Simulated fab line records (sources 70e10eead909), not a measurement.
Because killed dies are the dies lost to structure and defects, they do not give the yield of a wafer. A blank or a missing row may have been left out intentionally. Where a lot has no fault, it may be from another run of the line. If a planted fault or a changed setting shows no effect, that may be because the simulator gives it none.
fab line records / flow nand_harc / part 2 of 2: steps 27 to 31 of 31
record: lots: 5 wafers: 15 last_day: 33
route steps=1302 shown A_WL_FILL@971 A_CONTACT@983
lots that met no fault: taken from a fault-free run of the same line
start_h: hours from the record's first day to the start of the lot's first wafer shown / wait_h: time in hours since the lot's previous step / " identical to the entry in the row above / L1.1+2: one row covering several wafers at once / - no value present, or no start provided / * or withheld: withheld / < > ~ a bound
route shown NAME@n: a module of which the file shows steps, and the number in the route of the first / usual: average and standard deviation across the fault-free wafers / same: alike in all rows / chamber/n: place in a boat / sites: each site's reading / _std_site: their standard deviation / _edge_site: the outer-site mean with the inner-site mean subtracted / radius_mm: for every site, how far away it sits from the centre of the wafer / mask NAME#n: copy n / behind: the most recent tool/chamber to have shaped the wafer / hold: reason for holding the lot/hours on hold/outcome of the hold / device: transistor that didn't switch, given as n, p or np / end of line: the same wafers' tests at the end of the route / for a step that has no rows: nothing shown but its recipe / killed: dies that structure and defects cost at the first sort, which is not the same as the wafer's yield / map: shows each die of a wafer: x if killed, . if not, _ if none is there
set.NAME: the setting as run; set.NAME@STEP: as run at that earlier step / model.NAME: the simulator's own value behind a step, which no gauge read
certain route steps with their lots: each step a table, each wafer a row
services: the hour from which a tool's chamber was out of use, counted from the record's first day as start_h (under 0 if before that day), plus the number of hours and why
== steps ==
step: NHARC_A_CONTACT_ETCH_48
recipe: target_depth_a: 390 over_etch_frac: 0.3 time_s: 65 ion_energy_ev: 80 cf4_flow_sccm: 150 ar_flow_sccm: 0 rf_w: 300 bias_w: 100 chemistry: CF4
usual: bias_w: 100.00/0.3 drypump_motor_current_A: 5.7/0.46 oes_product_au: 1.002/0.01 rf_vpp_V: 151.4/1.3 showerhead_plenum_p_Torr: 1.78/0.087 throttle_valve_pct: 13.284/0.0083
lot.wafer=L077.3 tool=rie_diel-06 chamber=1 start_h=535.89 wait_h=0.1 bias_w=99.90 drypump_motor_current_A=5.3 oes_product_au=1.003 rf_hours_counter_h=4 rf_vpp_V=150.6 showerhead_plenum_p_Torr=1.70 throttle_valve_pct=13.288
lot.wafer=L077.4 tool=rie_diel-06 chamber=3 start_h=535.89 wait_h=0.1 bias_w=100.15 drypump_motor_current_A=5.1 oes_product_au=0.977 rf_hours_counter_h=7 rf_vpp_V=149.5 showerhead_plenum_p_Torr=1.71 throttle_valve_pct=13.285
lot.wafer=L077.5 tool=rie_diel-06 chamber=2 start_h=535.89 wait_h=0.1 bias_w=100.11 drypump_motor_current_A=5.7 oes_product_au=0.973 rf_hours_counter_h=- rf_vpp_V=151.0 showerhead_plenum_p_Torr=1.75 throttle_valve_pct=13.287
lot.wafer=L081.1 tool=rie_diel-09 chamber=3 start_h=568.29 wait_h=0.1 bias_w=100.09 drypump_motor_current_A=6.4 oes_product_au=0.998 rf_hours_counter_h=22 rf_vpp_V=150.5 showerhead_plenum_p_Torr=1.65 throttle_valve_pct=13.302
lot.wafer=L081.4 tool=rie_diel-09 chamber=0 start_h=568.29 wait_h=0.1 bias_w=100.12 drypump_motor_current_A=5.2 oes_product_au=1.008 rf_hours_counter_h=21 rf_vpp_V=151.0 showerhead_plenum_p_Torr=1.68 throttle_valve_pct=13.279
lot.wafer=L081.5 tool=rie_diel-09 chamber=3 start_h=568.29 wait_h=0.1 bias_w=99.99 drypump_motor_current_A=6.4 oes_product_au=1.002 rf_hours_counter_h=- rf_vpp_V=149.2 showerhead_plenum_p_Torr=1.65 throttle_valve_pct=13.291
lot.wafer=L090.3 tool=rie_diel-06 chamber=3 start_h=647.95 wait_h=0.1 bias_w=100.75 drypump_motor_current_A=5.1 oes_product_au=0.993 rf_hours_counter_h=24 rf_vpp_V=151.5 showerhead_plenum_p_Torr=1.71 throttle_valve_pct=13.296
lot.wafer=L090.6 tool=rie_diel-06 chamber=0 start_h=647.95 wait_h=0.1 bias_w=99.78 drypump_motor_current_A=5.9 oes_product_au=0.997 rf_hours_counter_h=- rf_vpp_V=153.1 showerhead_plenum_p_Torr=1.90 throttle_valve_pct=13.297
lot.wafer=L090.5 tool=rie_diel-06 chamber=1 start_h=647.95 wait_h=0.1 bias_w=99.66 drypump_motor_current_A=5.2 oes_product_au=1.006 rf_hours_counter_h=- rf_vpp_V=151.0 showerhead_plenum_p_Torr=1.69 throttle_valve_pct=13.274
lot.wafer=L093.3 tool=rie_diel-06 chamber=2 start_h=689.94 wait_h=0.1 bias_w=100.29 drypump_motor_current_A=5.7 oes_product_au=0.993 rf_hours_counter_h=1 rf_vpp_V=151.0 showerhead_plenum_p_Torr=1.75 throttle_valve_pct=13.293
lot.wafer=L093.2 tool=rie_diel-06 chamber=1 start_h=689.94 wait_h=0.1 bias_w=99.94 drypump_motor_current_A=5.2 oes_product_au=0.991 rf_hours_counter_h=1 rf_vpp_V=148.4 showerhead_plenum_p_Torr=1.69 throttle_valve_pct=13.278
lot.wafer=L093.6 tool=rie_diel-06 chamber=2 start_h=689.94 wait_h=0.1 bias_w=100.16 drypump_motor_current_A=5.7 oes_product_au=1.002 rf_hours_counter_h=- rf_vpp_V=151.9 showerhead_plenum_p_Torr=1.75 throttle_valve_pct=13.285
lot.wafer=L097.2 tool=rie_diel-02 chamber=3 start_h=720.33 wait_h=0.1 bias_w=100.12 drypump_motor_current_A=6.6 oes_product_au=1.025 rf_hours_counter_h=47 rf_vpp_V=151.9 showerhead_plenum_p_Torr=1.87 throttle_valve_pct=13.283
lot.wafer=L097.5 tool=rie_diel-02 chamber=1 start_h=720.33 wait_h=0.1 bias_w=100.27 drypump_motor_current_A=6.1 oes_product_au=1.011 rf_hours_counter_h=- rf_vpp_V=152.4 showerhead_plenum_p_Torr=1.74 throttle_valve_pct=13.281
lot.wafer=L097.6 tool=rie_diel-02 chamber=2 start_h=720.33 wait_h=0.1 bias_w=99.74 drypump_motor_current_A=6.0 oes_product_au=0.999 rf_hours_counter_h=- rf_vpp_V=149.9 showerhead_plenum_p_Torr=1.69 throttle_valve_pct=13.281
step: NHARC_A_CONTACT_ETCH_49
recipe: target_depth_a: 2600 over_etch_frac: 0.3 time_s: 475.3 ion_energy_ev: 200 n2_flow_sccm: 150 h2_flow_sccm: 150 ar_flow_sccm: 0 rf_w: 400 bias_w: 150 chemistry: N2/H2
usual: bias_w: 150.0/0.48 drypump_motor_current_A: 5.7/0.45 oes_product_au: 1.002/0.011 rf_vpp_V: 431/3.1 showerhead_plenum_p_Torr: 2.05/0.11 throttle_valve_pct: 14.172/0.0082
lot.wafer=L077.3 tool=rie_diel-06 chamber=2 start_h=- wait_h=- bias_w=150.6 drypump_motor_current_A=5.7 oes_product_au=0.982 rf_hours_counter_h=6 rf_vpp_V=430 showerhead_plenum_p_Torr=2.02 throttle_valve_pct=14.175
lot.wafer=L077.4 tool=rie_diel-06 chamber=3 start_h=- wait_h=- bias_w=150.5 drypump_motor_current_A=5.1 oes_product_au=0.981 rf_hours_counter_h=7 rf_vpp_V=427 showerhead_plenum_p_Torr=1.97 throttle_valve_pct=14.159
lot.wafer=L077.5 tool=rie_diel-06 chamber=1 start_h=- wait_h=- bias_w=149.3 drypump_motor_current_A=5.2 oes_product_au=1.007 rf_hours_counter_h=- rf_vpp_V=429 showerhead_plenum_p_Torr=1.95 throttle_valve_pct=14.181
lot.wafer=L081.4 tool=rie_diel-09 chamber=1 start_h=- wait_h=- bias_w=150.8 drypump_motor_current_A=5.7 oes_product_au=0.995 rf_hours_counter_h=20 rf_vpp_V=433 showerhead_plenum_p_Torr=2.15 throttle_valve_pct=14.168
lot.wafer=L081.1 tool=rie_diel-09 chamber=3 start_h=- wait_h=- bias_w=151.4 drypump_motor_current_A=6.4 oes_product_au=0.999 rf_hours_counter_h=22 rf_vpp_V=426 showerhead_plenum_p_Torr=1.88 throttle_valve_pct=14.167
lot.wafer=L081.5 tool=rie_diel-09 chamber=1 start_h=- wait_h=- bias_w=150.1 drypump_motor_current_A=5.7 oes_product_au=0.994 rf_hours_counter_h=- rf_vpp_V=435 showerhead_plenum_p_Torr=2.15 throttle_valve_pct=14.173
lot.wafer=L090.3 tool=rie_diel-06 chamber=0 start_h=- wait_h=- bias_w=151.1 drypump_motor_current_A=5.8 oes_product_au=1.001 rf_hours_counter_h=26 rf_vpp_V=434 showerhead_plenum_p_Torr=2.21 throttle_valve_pct=14.165
lot.wafer=L090.5 tool=rie_diel-06 chamber=1 start_h=- wait_h=- bias_w=149.9 drypump_motor_current_A=5.2 oes_product_au=0.990 rf_hours_counter_h=- rf_vpp_V=429 showerhead_plenum_p_Torr=1.94 throttle_valve_pct=14.168
lot.wafer=L090.6 tool=rie_diel-06 chamber=2 start_h=- wait_h=- bias_w=149.9 drypump_motor_current_A=5.7 oes_product_au=0.994 rf_hours_counter_h=- rf_vpp_V=430 showerhead_plenum_p_Torr=2.01 throttle_valve_pct=14.154
lot.wafer=L093.3 tool=rie_diel-06 chamber=2 start_h=- wait_h=- bias_w=149.9 drypump_motor_current_A=5.7 oes_product_au=1.008 rf_hours_counter_h=1 rf_vpp_V=430 showerhead_plenum_p_Torr=2.01 throttle_valve_pct=14.178
lot.wafer=L093.2 tool=rie_diel-06 chamber=3 start_h=- wait_h=- bias_w=149.8 drypump_motor_current_A=5.1 oes_product_au=1.006 rf_hours_counter_h=2 rf_vpp_V=429 showerhead_plenum_p_Torr=1.96 throttle_valve_pct=14.170
lot.wafer=L093.6 tool=rie_diel-06 chamber=1 start_h=- wait_h=- bias_w=149.3 drypump_motor_current_A=5.2 oes_product_au=0.983 rf_hours_counter_h=- rf_vpp_V=427 showerhead_plenum_p_Torr=1.94 throttle_valve_pct=14.179
lot.wafer=L097.2 tool=rie_diel-02 chamber=1 start_h=- wait_h=- bias_w=150.1 drypump_motor_current_A=6.1 oes_product_au=1.015 rf_hours_counter_h=44 rf_vpp_V=429 showerhead_plenum_p_Torr=2.00 throttle_valve_pct=14.175
lot.wafer=L097.6 tool=rie_diel-02 chamber=2 start_h=- wait_h=- bias_w=150.0 drypump_motor_current_A=6.0 oes_product_au=1.007 rf_hours_counter_h=- rf_vpp_V=428 showerhead_plenum_p_Torr=1.94 throttle_valve_pct=14.176
lot.wafer=L097.5 tool=rie_diel-02 chamber=3 start_h=- wait_h=- bias_w=149.5 drypump_motor_current_A=6.6 oes_product_au=1.022 rf_hours_counter_h=- rf_vpp_V=434 showerhead_plenum_p_Torr=2.16 throttle_valve_pct=14.183
step: NHARC_A_CONTACT_ETCH_50
recipe: target_depth_a: 1210 time_s: 60.5 cf4_flow_sccm: 100 chf3_flow_sccm: 30 ar_flow_sccm: 0 rf_w: 500 bias_w: 200 chemistry: CF4/CHF3
usual: bias_w: 200.0/0.6 drypump_motor_current_A: 5.7/0.46 oes_product_au: 0.948/0.021 rf_vpp_V: 370.8/2.8 showerhead_plenum_p_Torr: 1.58/0.08 throttle_valve_pct: 16.802/0.0084
lot.wafer=L077.3 tool=rie_diel-06 chamber=1 start_h=- wait_h=- bias_w=199.8 drypump_motor_current_A=5.2 oes_product_au=0.977 rf_hours_counter_h=4 rf_vpp_V=367.6 showerhead_plenum_p_Torr=1.51 throttle_valve_pct=16.804
lot.wafer=L077.4 tool=rie_diel-06 chamber=2 start_h=- wait_h=- bias_w=199.8 drypump_motor_current_A=5.7 oes_product_au=0.958 rf_hours_counter_h=6 rf_vpp_V=368.9 showerhead_plenum_p_Torr=1.56 throttle_valve_pct=16.791
lot.wafer=L077.5 tool=rie_diel-06 chamber=3 start_h=- wait_h=- bias_w=198.4 drypump_motor_current_A=5.1 oes_product_au=0.971 rf_hours_counter_h=- rf_vpp_V=369.6 showerhead_plenum_p_Torr=1.52 throttle_valve_pct=16.801
lot.wafer=L081.4 tool=rie_diel-09 chamber=2 start_h=- wait_h=- bias_w=200.3 drypump_motor_current_A=5.2 oes_product_au=0.952 rf_hours_counter_h=21 rf_vpp_V=373.1 showerhead_plenum_p_Torr=1.66 throttle_valve_pct=16.793
lot.wafer=L081.1 tool=rie_diel-09 chamber=1 start_h=- wait_h=- bias_w=198.4 drypump_motor_current_A=5.7 oes_product_au=0.968 rf_hours_counter_h=20 rf_vpp_V=373.2 showerhead_plenum_p_Torr=1.65 throttle_valve_pct=16.791
lot.wafer=L081.5 tool=rie_diel-09 chamber=2 start_h=- wait_h=- bias_w=199.7 drypump_motor_current_A=5.2 oes_product_au=0.944 rf_hours_counter_h=- rf_vpp_V=375.0 showerhead_plenum_p_Torr=1.66 throttle_valve_pct=16.807
lot.wafer=L090.3 tool=rie_diel-06 chamber=0 start_h=- wait_h=- bias_w=200.6 drypump_motor_current_A=5.8 oes_product_au=0.920 rf_hours_counter_h=26 rf_vpp_V=374.8 showerhead_plenum_p_Torr=1.69 throttle_valve_pct=16.815
lot.wafer=L090.5 tool=rie_diel-06 chamber=0 start_h=- wait_h=- bias_w=199.7 drypump_motor_current_A=5.8 oes_product_au=0.914 rf_hours_counter_h=- rf_vpp_V=374.8 showerhead_plenum_p_Torr=1.69 throttle_valve_pct=16.796
lot.wafer=L090.6 tool=rie_diel-06 chamber=1 start_h=- wait_h=- bias_w=200.8 drypump_motor_current_A=5.2 oes_product_au=0.938 rf_hours_counter_h=- rf_vpp_V=369.0 showerhead_plenum_p_Torr=1.50 throttle_valve_pct=16.806
lot.wafer=L093.2 tool=rie_diel-06 chamber=1 start_h=- wait_h=- bias_w=200.9 drypump_motor_current_A=5.2 oes_product_au=0.964 rf_hours_counter_h=1 rf_vpp_V=366.8 showerhead_plenum_p_Torr=1.50 throttle_valve_pct=16.815
lot.wafer=L093.3 tool=rie_diel-06 chamber=2 start_h=- wait_h=- bias_w=200.3 drypump_motor_current_A=5.8 oes_product_au=0.961 rf_hours_counter_h=1 rf_vpp_V=370.1 showerhead_plenum_p_Torr=1.55 throttle_valve_pct=16.805
lot.wafer=L093.6 tool=rie_diel-06 chamber=1 start_h=- wait_h=- bias_w=200.7 drypump_motor_current_A=5.2 oes_product_au=0.959 rf_hours_counter_h=- rf_vpp_V=368.3 showerhead_plenum_p_Torr=1.50 throttle_valve_pct=16.810
lot.wafer=L097.2 tool=rie_diel-02 chamber=0 start_h=- wait_h=- bias_w=200.1 drypump_motor_current_A=5.8 oes_product_au=0.923 rf_hours_counter_h=49 rf_vpp_V=374.2 showerhead_plenum_p_Torr=1.64 throttle_valve_pct=16.799
lot.wafer=L097.6 tool=rie_diel-02 chamber=1 start_h=- wait_h=- bias_w=200.3 drypump_motor_current_A=6.1 oes_product_au=0.946 rf_hours_counter_h=- rf_vpp_V=371.2 showerhead_plenum_p_Torr=1.55 throttle_valve_pct=16.810
lot.wafer=L097.5 tool=rie_diel-02 chamber=2 start_h=- wait_h=- bias_w=198.8 drypump_motor_current_A=6.0 oes_product_au=0.923 rf_hours_counter_h=- rf_vpp_V=368.1 showerhead_plenum_p_Torr=1.50 throttle_valve_pct=16.813
step: NHARC_A_CONTACT_ETCH_51
recipe: target_depth_a: 70000 over_etch_frac: 0.3 time_s: 1820 ion_energy_ev: 150 o2_flow_sccm: 400 cos_flow_sccm: 20 ar_flow_sccm: 0 rf_w: 500 bias_w: 300 chemistry: O2/COS
usual: bias_w: 299.9/0.93 drypump_motor_current_A: 5.8/0.45 oes_product_au: 1.001/0.012 rf_vpp_V: 314.4/2.4 showerhead_plenum_p_Torr: 3.14/0.16 throttle_valve_pct: 28.330/0.01
lot.wafer=L077.4 tool=rie_diel-06 chamber=0 start_h=- wait_h=- bias_w=299.7 drypump_motor_current_A=5.8 oes_product_au=0.988 rf_hours_counter_h=8 rf_vpp_V=317.4 showerhead_plenum_p_Torr=3.37 throttle_valve_pct=28.338
lot.wafer=L077.3 tool=rie_diel-06 chamber=3 start_h=- wait_h=- bias_w=300.1 drypump_motor_current_A=5.2 oes_product_au=0.993 rf_hours_counter_h=7 rf_vpp_V=312.8 showerhead_plenum_p_Torr=3.02 throttle_valve_pct=28.335
lot.wafer=L077.5 tool=rie_diel-06 chamber=1 start_h=- wait_h=- bias_w=299.8 drypump_motor_current_A=5.2 oes_product_au=1.006 rf_hours_counter_h=- rf_vpp_V=312.7 showerhead_plenum_p_Torr=3.00 throttle_valve_pct=28.314
lot.wafer=L081.4 tool=rie_diel-09 chamber=3 start_h=- wait_h=- bias_w=299.2 drypump_motor_current_A=6.4 oes_product_au=1.002 rf_hours_counter_h=22 rf_vpp_V=311.2 showerhead_plenum_p_Torr=2.90 throttle_valve_pct=28.330
lot.wafer=L081.1 tool=rie_diel-09 chamber=2 start_h=- wait_h=- bias_w=298.4 drypump_motor_current_A=5.3 oes_product_au=0.987 rf_hours_counter_h=21 rf_vpp_V=315.9 showerhead_plenum_p_Torr=3.30 throttle_valve_pct=28.331
lot.wafer=L081.5 tool=rie_diel-09 chamber=3 start_h=- wait_h=- bias_w=298.9 drypump_motor_current_A=6.4 oes_product_au=0.991 rf_hours_counter_h=- rf_vpp_V=309.8 showerhead_plenum_p_Torr=2.90 throttle_valve_pct=28.313
lot.wafer=L090.3 tool=rie_diel-06 chamber=1 start_h=- wait_h=- bias_w=300.5 drypump_motor_current_A=5.2 oes_product_au=0.986 rf_hours_counter_h=25 rf_vpp_V=312.7 showerhead_plenum_p_Torr=2.99 throttle_valve_pct=28.331
lot.wafer=L090.5 tool=rie_diel-06 chamber=3 start_h=- wait_h=- bias_w=300.2 drypump_motor_current_A=5.1 oes_product_au=0.997 rf_hours_counter_h=- rf_vpp_V=312.8 showerhead_plenum_p_Torr=3.01 throttle_valve_pct=28.335
lot.wafer=L090.6 tool=rie_diel-06 chamber=0 start_h=- wait_h=- bias_w=300.8 drypump_motor_current_A=5.8 oes_product_au=0.983 rf_hours_counter_h=- rf_vpp_V=316.4 showerhead_plenum_p_Torr=3.36 throttle_valve_pct=28.319
lot.wafer=L093.2 tool=rie_diel-06 chamber=0 start_h=- wait_h=- bias_w=300.3 drypump_motor_current_A=5.8 oes_product_au=0.983 rf_hours_counter_h=2 rf_vpp_V=316.6 showerhead_plenum_p_Torr=3.36 throttle_valve_pct=28.330
lot.wafer=L093.3 tool=rie_diel-06 chamber=1 start_h=- wait_h=- bias_w=299.8 drypump_motor_current_A=5.3 oes_product_au=0.971 rf_hours_counter_h=2 rf_vpp_V=309.9 showerhead_plenum_p_Torr=2.98 throttle_valve_pct=28.341
lot.wafer=L093.6 tool=rie_diel-06 chamber=2 start_h=- wait_h=- bias_w=301.4 drypump_motor_current_A=5.7 oes_product_au=0.997 rf_hours_counter_h=- rf_vpp_V=313.8 showerhead_plenum_p_Torr=3.08 throttle_valve_pct=28.322
lot.wafer=L097.2 tool=rie_diel-02 chamber=1 start_h=- wait_h=- bias_w=302.9 drypump_motor_current_A=6.2 oes_product_au=1.024 rf_hours_counter_h=45 rf_vpp_V=312.9 showerhead_plenum_p_Torr=3.07 throttle_valve_pct=28.331
lot.wafer=L097.6 tool=rie_diel-02 chamber=2 start_h=- wait_h=- bias_w=299.4 drypump_motor_current_A=6.0 oes_product_au=1.015 rf_hours_counter_h=- rf_vpp_V=312.8 showerhead_plenum_p_Torr=2.98 throttle_valve_pct=28.315
lot.wafer=L097.5 tool=rie_diel-02 chamber=3 start_h=- wait_h=- bias_w=300.5 drypump_motor_current_A=6.6 oes_product_au=1.032 rf_hours_counter_h=- rf_vpp_V=316.7 showerhead_plenum_p_Torr=3.29 throttle_valve_pct=28.334
step: NHARC_A_CONTACT_ETCH_111
recipe: source_w: withheld pressure_mtorr: 20 bias_v: withheld time_s: 140 target_depth_a: 7000 ar_flow_sccm: withheld c4f8_flow_sccm: withheld o2_flow_sccm: withheld chemistry: C4F8/O2/Ar
lot.wafer=L077.3 tool=har_cap_etch-03 chamber=1 start_h=537.71 wait_h=- rf_hours_counter_h=-
lot.wafer=L077.4 tool=har_cap_etch-03 chamber=0 start_h=537.71 wait_h=- rf_hours_counter_h=-
lot.wafer=L077.5 tool=har_cap_etch-03 chamber=0 start_h=537.71 wait_h=- rf_hours_counter_h=-
lot.wafer=L081.1 tool=har_cap_etch-02 chamber=0 start_h=570.06 wait_h=- rf_hours_counter_h=94
lot.wafer=L081.4 tool=har_cap_etch-02 chamber=1 start_h=570.06 wait_h=- rf_hours_counter_h=-
lot.wafer=L081.5 tool=har_cap_etch-02 chamber=1 start_h=570.06 wait_h=- rf_hours_counter_h=-
lot.wafer=L090.3 tool=har_cap_etch-01 chamber=1 start_h=649.77 wait_h=- rf_hours_counter_h=-
lot.wafer=L090.5 tool=har_cap_etch-01 chamber=0 start_h=649.77 wait_h=- rf_hours_counter_h=-
lot.wafer=L090.6 tool=har_cap_etch-01 chamber=1 start_h=649.77 wait_h=- rf_hours_counter_h=-
lot.wafer=L093.2 tool=har_cap_etch-03 chamber=0 start_h=691.68 wait_h=- rf_hours_counter_h=75
lot.wafer=L093.3 tool=har_cap_etch-03 chamber=0 start_h=691.68 wait_h=- rf_hours_counter_h=-
lot.wafer=L093.6 tool=har_cap_etch-03 chamber=1 start_h=691.68 wait_h=- rf_hours_counter_h=-
lot.wafer=L097.2 tool=har_cap_etch-02 chamber=0 start_h=722.25 wait_h=- rf_hours_counter_h=119
lot.wafer=L097.6 tool=har_cap_etch-02 chamber=1 start_h=722.25 wait_h=- rf_hours_counter_h=-
lot.wafer=L097.5 tool=har_cap_etch-02 chamber=0 start_h=722.25 wait_h=- rf_hours_counter_h=-
== services ==
tool=litho_track-01 chamber=- start_h=505.00 hours=7.0 kind=pm
tool=rie_diel-06 chamber=1 start_h=506.86 hours=6.1 kind=repair
tool=pecvd-02 chamber=2 start_h=510.33 hours=12.8 kind=repair
tool=pecvd-02 chamber=0 start_h=514.61 hours=11.8 kind=repair
tool=litho_track-06 chamber=- start_h=529.00 hours=7.0 kind=pm
tool=rie_diel-06 chamber=2 start_h=550.43 hours=13.4 kind=repair
tool=wet_bench-02 chamber=- start_h=551.05 hours=4.9 kind=repair
tool=rie_diel-06 chamber=- start_h=559.49 hours=0.5 kind=repair
tool=rie_diel-02 chamber=- start_h=572.90 hours=9.0 kind=pm
tool=pecvd-02 chamber=- start_h=589.10 hours=13.0 kind=pm
tool=wet_bench-02 chamber=- start_h=596.00 hours=8.0 kind=pm
tool=rie_diel-06 chamber=- start_h=600.79 hours=1.0 kind=repair
tool=rie_diel-09 chamber=0 start_h=627.47 hours=2.9 kind=repair
tool=wet_bench-01 chamber=- start_h=629.60 hours=8.0 kind=pm
tool=wet_bench-02 chamber=- start_h=635.99 hours=1.7 kind=repair
tool=rie_diel-02 chamber=- start_h=642.04 hours=1.2 kind=repair
tool=rie_diel-06 chamber=- start_h=666.76 hours=9.0 kind=pm
tool=rie_diel-09 chamber=- start_h=674.21 hours=9.0 kind=pm
tool=pecvd-02 chamber=- start_h=678.61 hours=0.7 kind=repair
tool=litho_track-01 chamber=- start_h=680.00 hours=7.0 kind=pm
tool=rie_diel-02 chamber=3 start_h=691.66 hours=2.9 kind=repair
tool=litho_track-06 chamber=- start_h=704.00 hours=7.0 kind=pm
tool=rie_diel-02 chamber=- start_h=707.07 hours=0.2 kind=repair
tool=rie_diel-06 chamber=2 start_h=711.45 hours=9.1 kind=repair
